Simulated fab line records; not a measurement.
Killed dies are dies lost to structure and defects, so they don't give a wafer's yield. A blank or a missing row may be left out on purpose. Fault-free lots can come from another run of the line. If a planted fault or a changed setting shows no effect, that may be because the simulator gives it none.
Which tool is to blame? ; flow n5 finfet ; 63 wafers from 21 lots sampled at 6 of the route's 1938 steps

WHAT THE GAUGES READ, wafer by wafer
The record lacks any reading of a measuring or inspecting step that a usual standard deviation could be used to judge.

TOOL THAT RAN EACH LOT (tool first, then ch and the chambers of the sampled wafers, then the start)
lot;N5_GATE_CUT_ETCH_19;N5_GATE_CUT_ETCH_47;N5_GATE_CUT_CMP_61;N5_MOL_CONTACT_COAG_ETCH_110;N5_MOL_CONTACT_COAG_TI_SIL_19;N5_MOL_CONTACT_COAG_ANNEAL_113
L074;rie diel-03 ch 1,2,3, day 4 11:29;rie metal-02 ch 0,1, day 4 11:44;cmp-02 ch 0,3, day 4 14:51;rie diel-01 ch 0,1,2, day 4 15:55;pvd sputter-02, day 4 18:10;rtp anneal-01 ch 0, day 4 20:08
L075;rie diel-03 ch 0,3, day 4 23:59;rie metal-02 ch 0,1, day 5 00:16;cmp-01 ch 1,2, day 5 02:50;rie diel-01 ch 0,2,3, day 5 03:46;pvd sputter-02, day 5 05:08;rtp anneal-02 ch 0, day 5 06:56
L076;rie diel-06 ch 1,2, day 5 04:53;rie metal-03 ch 0,1, day 5 05:09;cmp-03 ch 0,1,2, day 5 07:46;rie diel-04 ch 1,2,3, day 5 08:49;pvd sputter-02, day 5 09:28;rtp anneal-01 ch 0, day 5 11:04
L077;rie diel-06 ch 2,3, day 5 10:37;rie metal-02 ch 0,1, day 5 10:52;cmp-01 ch 1,2,3, day 5 13:31;rie diel-04 ch 0,1,3, day 5 14:31;pvd sputter-02, day 5 15:30;rtp anneal-01 ch 0, day 5 17:01
L078;rie diel-03 ch 0,3, day 5 11:11;rie metal-02 ch 0,1, day 5 11:27;cmp-01 ch 0,2, day 5 14:07;rie diel-04 ch 0,1,2, day 5 15:03;pvd sputter-02, day 5 15:42;rtp anneal-02 ch 0, day 5 17:42
L079;rie diel-02 ch 1,2,3, day 5 18:13;rie metal-03 ch 0, day 5 18:29;cmp-03 ch 0,3, day 5 21:06;rie diel-05 ch 0,2,3, day 5 22:11;pvd sputter-03, day 5 23:17;rtp anneal-01 ch 0, day 6 01:15
L080;rie diel-06 ch 0,2,3, day 6 01:36;rie metal-03 ch 1, day 6 01:52;cmp-03 ch 1,2, day 6 04:29;rie diel-05 ch 0,1,3, day 6 05:31;pvd sputter-03, day 6 08:40;rtp anneal-02 ch 0, day 6 10:56
L083;rie diel-02 ch 1,2, day 6 21:54;rie metal-01 ch 0,1, day 6 22:13;cmp-03 ch 0,3, day 7 01:26;rie diel-05 ch 0,2,3, day 7 02:20;pvd sputter-01, day 7 03:10;rtp anneal-01 ch 0, day 7 06:20
L085;rie diel-02 ch 0,2,3, day 7 06:05;rie metal-03 ch 0, day 7 06:30;cmp-02 ch 1,2,3, day 7 09:18;rie diel-05 ch 0,1,3, day 7 10:25;pvd sputter-01, day 7 11:02;rtp anneal-01 ch 0, day 7 12:58
L086;rie diel-03 ch 0,1,3, day 7 14:03;rie metal-02 ch 0,1, day 7 14:19;cmp-01 ch 1,2,3, day 7 16:56;rie diel-01 ch 1,2,3, day 7 17:55;pvd sputter-03, day 7 19:20;rtp anneal-01 ch 0, day 7 21:05
L087;rie diel-06 ch 0,2,3, day 7 16:13;rie metal-02 ch 0,1, day 7 16:28;cmp-01 ch 0,1,3, day 7 19:04;rie diel-01 ch 0,1,3, day 7 20:25;pvd sputter-02, day 7 22:08;rtp anneal-02 ch 0, day 8 00:41
L088;rie diel-03 ch 1,2,3, day 7 23:32;rie metal-01 ch 0,1, day 7 23:48;cmp-01 ch 1,2,3, day 8 02:27;rie diel-05 ch 0,2,3, day 8 03:43;pvd sputter-03, day 8 04:21;rtp anneal-02 ch 0, day 8 08:21
L089;rie diel-02 ch 0,3, day 8 08:38;rie metal-01 ch 0,1, day 8 08:53;cmp-03 ch 1,3, day 8 12:10;rie diel-04 ch 1,2, day 8 13:13;pvd sputter-02, day 8 13:50;rtp anneal-01 ch 0, day 8 16:55
L090;rie diel-03 ch 1,2,3, day 8 11:52;rie metal-02 ch 0,1, day 8 12:07;cmp-02 ch 1,3, day 8 14:44;rie diel-04 ch 1,2, day 8 15:39;pvd sputter-03, day 8 16:13;rtp anneal-01 ch 0, day 8 19:49
L091;rie diel-03 ch 0,1, day 8 19:46;rie metal-03 ch 0,1, day 8 20:02;cmp-03 ch 0,2,3, day 8 23:06;rie diel-01 ch 0,2, day 9 00:16;pvd sputter-01, day 9 01:14;rtp anneal-01 ch 0, day 9 03:29
L092;rie diel-02 ch 1,2, day 8 22:34;rie metal-01 ch 0,1, day 8 22:49;cmp-01 ch 0,2,3, day 9 01:45;rie diel-01 ch 0,1,3, day 9 02:37;pvd sputter-03, day 9 03:11;rtp anneal-02 ch 0, day 9 06:26
L093;rie diel-06 ch 0,1,2, day 9 04:23;rie metal-03 ch 0,1, day 9 04:40;cmp-03 ch 0,2, day 9 07:14;rie diel-05 ch 0,1,2, day 9 08:17;pvd sputter-01, day 9 10:11;rtp anneal-01 ch 0, day 9 12:54
L094;rie diel-06 ch 0,3, day 9 11:17;rie metal-03 ch 0, day 9 11:43;cmp-02 ch 1,2, day 9 14:32;rie diel-04 ch 0,1, day 9 15:34;pvd sputter-01, day 9 16:35;rtp anneal-01 ch 0, day 9 18:50
L095;rie diel-02 ch 2,3, day 9 14:41;rie metal-03 ch 0, day 9 14:57;cmp-01 ch 0,1,2, day 9 17:32;rie diel-01 ch 0,2,3, day 9 19:29;pvd sputter-01, day 9 20:17;rtp anneal-01 ch 0, day 9 22:32
L096;rie diel-03 ch 0,1,2, day 10 03:32;rie metal-02 ch 0,1, day 10 03:47;cmp-03 ch 1,2,3, day 10 06:43;rie diel-05 ch 0,2,3, day 10 07:50;pvd sputter-02, day 10 08:57;rtp anneal-01 ch 0, day 10 11:45
L097;rie diel-03 ch 1,3, day 10 09:35;rie metal-02 ch 0, day 10 09:59;cmp-03 ch 0,3, day 10 12:45;rie diel-04 ch 0,1,3, day 10 13:49;pvd sputter-02, day 10 16:08;rtp anneal-02 ch 0, day 10 18:10
- N5_GATE_CUT_ETCH_19: etches SiNx in CH3F/O2, target depth 53.7 nm, time 76.7 s.
- N5_GATE_CUT_ETCH_47: etches SiO2 in Cl2/BCl3, target depth 10 nm.
- N5_GATE_CUT_CMP_61: polishes, stops on SiNx, t overpolish 3 s.
- N5_MOL_CONTACT_COAG_ETCH_110: etches Si in CF4/O2, target depth 2.5 nm, time 8 s.
- N5_MOL_CONTACT_COAG_TI_SIL_19: material Ti, target thk 4.2 nm, time 15 s.
- N5_MOL_CONTACT_COAG_ANNEAL_113: time 300 s.

AS READ BY THE TOOLS THEMSELVES (means over the sampled wafers that have a number; for cases with no such wafer, the mark the record gives instead)
N5_GATE_CUT_ETCH_19.
lot;tool;drypump motor current A (A);etch rf on time s (s);mfc ar sccm (sccm);oes_ar_750_au (a.u.);oes_o_777_au (a.u.);oes product au (a.u.);rf vpp V (V);showerhead plenum p Torr (Torr);throttle valve pct (%)
L074;rie diel-03;5.6;77.0;149.2;0.77;0.78;0.65;300;2.06;16.46
L075;rie diel-03;5.6;77.7;150.2;0.87;0.87;0.75;302;2.05;16.28
L076;rie diel-06;5.5;77.3;149.9;0.85;0.84;0.73;304;1.99;16.36
L077;rie diel-06;5.8;77.9;150.2;0.75;0.74;0.63;292;1.95;16.44
L078;rie diel-03;5.3;76.4;150.2;0.82;0.83;0.70;301;2.07;16.43
L079;rie diel-02;5.5;76.2;149.6;0.81;0.81;0.68;294;2.01;16.29
L080;rie diel-06;5.7;78.0;150.5;0.83;0.84;0.71;290;1.94;16.26
L083;rie diel-02;5.5;74.5;149.8;0.85;0.86;0.71;298;2.08;16.19
L085;rie diel-02;5.5;78.3;150.0;0.77;0.77;0.65;289;1.94;16.33
L086;rie diel-03;5.8;76.6;150.0;0.80;0.81;0.69;302;2.03;16.37
L087;rie diel-06;5.7;77.2;150.2;0.82;0.82;0.70;290;1.94;16.27
L088;rie diel-03;5.6;75.6;149.9;0.75;0.76;0.64;299;2.05;16.50
L089;rie diel-02;5.6;79.5;150.1;0.78;0.76;0.66;289;1.92;16.28
L090;rie diel-03;5.6;76.7;150.1;0.74;0.76;0.63;300;2.05;16.51
L091;rie diel-03;6.3;77.3;149.8;0.80;0.81;0.68;302;2.01;16.31
L092;rie diel-02;5.4;74.6;149.8;0.84;0.84;0.70;297;2.07;16.20
L093;rie diel-06;5.6;76.8;149.9;0.84;0.85;0.73;297;1.95;16.26
L094;rie diel-06;5.6;76.3;150.3;0.85;0.84;0.73;292;1.97;16.19
L095;rie diel-02;5.7;79.7;150.1;0.73;0.72;0.62;291;1.92;16.46
L096;rie diel-03;5.9;76.7;149.7;0.77;0.77;0.66;301;2.03;16.37
L097;rie diel-03;5.9;76.7;150.2;0.75;0.77;0.64;300;2.02;16.49

N5_GATE_CUT_ETCH_47.
lot;tool;drypump motor current A (A);mfc ar sccm (sccm);oes_ar_750_au (a.u.);oes product au (a.u.);throttle valve pct (%)
L074;rie metal-02;5.56;24.96;0.84;0.85;22.56
L075;rie metal-02;5.56;25.02;0.83;0.84;22.56
L076;rie metal-03;5.71;24.92;0.59;0.61;23.07
L077;rie metal-02;5.53;24.98;0.83;0.84;22.57
L078;rie metal-02;5.46;25.05;0.82;0.84;22.66
L079;rie metal-03;5.70;25.05;0.61;0.63;23.26
L080;rie metal-03;5.74;24.99;0.57;0.60;23.00
L083;rie metal-01;5.77;25.09;0.94;0.94;22.97
L085;rie metal-03;5.71;25.12;0.61;0.63;23.27
L086;rie metal-02;5.53;24.95;0.82;0.82;22.58
L087;rie metal-02;5.56;25.04;0.82;0.83;22.57
L088;rie metal-01;5.78;25.06;0.96;0.92;23.06
L089;rie metal-01;5.83;24.94;0.95;0.92;23.07
L090;rie metal-02;5.56;25.09;0.81;0.83;22.57
L091;rie metal-03;5.72;24.94;0.70;0.73;23.11
L092;rie metal-01;5.77;24.99;0.92;0.91;22.98
L093;rie metal-03;5.73;25.04;0.79;0.83;22.98
L094;rie metal-03;5.70;24.97;0.60;0.62;23.28
L095;rie metal-03;5.70;25.03;0.60;0.62;23.28
L096;rie metal-02;5.58;25.01;0.80;0.83;22.58
L097;rie metal-02;5.65;25.00;0.81;0.81;22.50

N5_GATE_CUT_CMP_61.
lot;tool;motor current A (A)
L074;cmp-02;14.6
L075;cmp-01;11.2
L076;cmp-03;12.7
L077;cmp-01;11.4
L078;cmp-01;12.7
L079;cmp-03;12.6
L080;cmp-03;12.6
L083;cmp-03;12.7
L085;cmp-02;11.6
L086;cmp-01;11.4
L087;cmp-01;12.0
L088;cmp-01;11.4
L089;cmp-03;12.5
L090;cmp-02;12.4
L091;cmp-03;12.6
L092;cmp-01;12.6
L093;cmp-03;12.7
L094;cmp-02;10.9
L095;cmp-01;12.4
L096;cmp-03;12.6
L097;cmp-03;12.8

N5_MOL_CONTACT_COAG_ETCH_110.
lot;tool;drypump motor current A (A);mfc ar sccm (sccm);oes_ar_750_au (a.u.);oes_o_777_au (a.u.);oes product au (a.u.);rf vpp V (V);showerhead plenum p Torr (Torr);throttle valve pct (%)
L074;rie diel-01;5.7;99.81;0.76;0.78;0.76;129;2.28;10.77
L075;rie diel-01;5.5;99.91;0.75;0.77;0.75;125;2.22;10.88
L076;rie diel-04;5.8;99.95;0.84;0.84;0.84;125;2.19;10.82
L077;rie diel-04;5.8;100.13;0.78;0.80;0.78;128;2.17;10.71
L078;rie diel-04;5.9;100.11;0.82;0.82;0.83;130;2.22;10.70
L079;rie diel-05;5.3;99.98;0.74;0.72;0.72;128;2.18;10.77
L080;rie diel-05;5.6;100.17;0.76;0.76;0.75;126;2.16;10.76
L083;rie diel-05;5.3;100.02;0.72;0.72;0.71;127;2.18;10.79
L085;rie diel-05;5.6;100.19;0.75;0.75;0.74;127;2.15;10.79
L086;rie diel-01;5.3;100.02;0.77;0.77;0.77;130;2.23;10.77
L087;rie diel-01;5.7;100.03;0.76;0.76;0.75;129;2.26;10.82
L088;rie diel-05;5.2;100.17;0.72;0.70;0.71;126;2.18;10.84
L089;rie diel-04;5.8;100.26;0.84;0.82;0.86;127;2.24;10.89
L090;rie diel-04;5.8;100.01;0.85;0.82;0.85;127;2.24;10.88
L091;rie diel-01;5.5;99.71;0.73;0.74;0.71;125;2.22;10.98
L092;rie diel-01;5.7;99.62;0.75;0.75;0.75;130;2.25;10.84
L093;rie diel-05;5.5;100.09;0.75;0.74;0.73;127;2.20;10.87
L094;rie diel-04;6.0;99.85;0.75;0.74;0.74;128;2.16;10.90
L095;rie diel-01;5.4;99.99;0.73;0.74;0.73;127;2.20;10.96
L096;rie diel-05;5.3;100.10;0.71;0.70;0.69;127;2.17;10.86
L097;rie diel-04;5.8;100.07;0.75;0.78;0.76;127;2.16;10.81

N5_MOL_CONTACT_COAG_TI_SIL_19.
lot;tool;throttle valve pct (%)
L074;pvd sputter-02;29.2
L075;pvd sputter-02;30.1
L076;pvd sputter-02;29.4
L077;pvd sputter-02;30.0
L078;pvd sputter-02;29.8
L079;pvd sputter-03;30.2
L080;pvd sputter-03;29.6
L083;pvd sputter-01;30.6
L085;pvd sputter-01;29.3
L086;pvd sputter-03;29.7
L087;pvd sputter-02;29.5
L088;pvd sputter-03;29.0
L089;pvd sputter-02;29.9
L090;pvd sputter-03;29.2
L091;pvd sputter-01;29.2
L092;pvd sputter-03;28.8
L093;pvd sputter-01;29.4
L094;pvd sputter-01;30.0
L095;pvd sputter-01;29.8
L096;pvd sputter-02;29.7
L097;pvd sputter-02;29.8

N5_MOL_CONTACT_COAG_ANNEAL_113.
lot;tool;lamp power pct (%);lamp_zone_5_pct (%);wafer_temp_C_max
L074;rtp anneal-01;2.86;2.86;401.3
L075;rtp anneal-02;2.95;2.95;401.7
L076;rtp anneal-01;2.86;2.86;401.0
L077;rtp anneal-01;2.86;2.86;401.0
L078;rtp anneal-02;2.94;2.94;402.1
L079;rtp anneal-01;2.86;2.86;401.1
L080;rtp anneal-02;2.95;2.95;401.5
L083;rtp anneal-01;2.86;2.86;401.1
L085;rtp anneal-01;2.86;2.86;401.3
L086;rtp anneal-01;2.86;2.86;401.0
L087;rtp anneal-02;2.95;2.94;401.9
L088;rtp anneal-02;2.95;2.95;401.8
L089;rtp anneal-01;2.86;2.86;401.4
L090;rtp anneal-01;2.86;2.86;401.6
L091;rtp anneal-01;2.86;2.86;401.5
L092;rtp anneal-02;2.95;2.95;402.2
L093;rtp anneal-01;2.86;2.86;401.3
L094;rtp anneal-01;2.86;2.86;401.4
L095;rtp anneal-01;2.86;2.86;401.4
L096;rtp anneal-01;2.86;2.86;401.2
L097;rtp anneal-02;2.94;2.95;401.9

THE ANSWER, worked out from the rows above alone
Rule: usual is defined by the lots themselves. The widest of any qualifying gaps counts: lots, ordered by their means at a reading, are off when they make up no more than a third of the lots, leave a main group of 4 or more, and stand apart from it by 3 or more times the standard deviation of that group's means. A main group whose means are all the same, to the digits that the tables above print for the reading, isn't used. A lot without any number at a reading at which 4 lots or more have one is off too. Where the step has rows for the other lots, those lots are counted as sound. First the gauges in route order, then the tools' own readings, where a lot's mean is used as printed above. At the first step where some lot is off, the reading lying furthest off is the one used; lots without a number count as furthest.
Nothing can be told from this: no lot is off at any reading shown.

WHAT THE SIMULATOR HAD PUT IN
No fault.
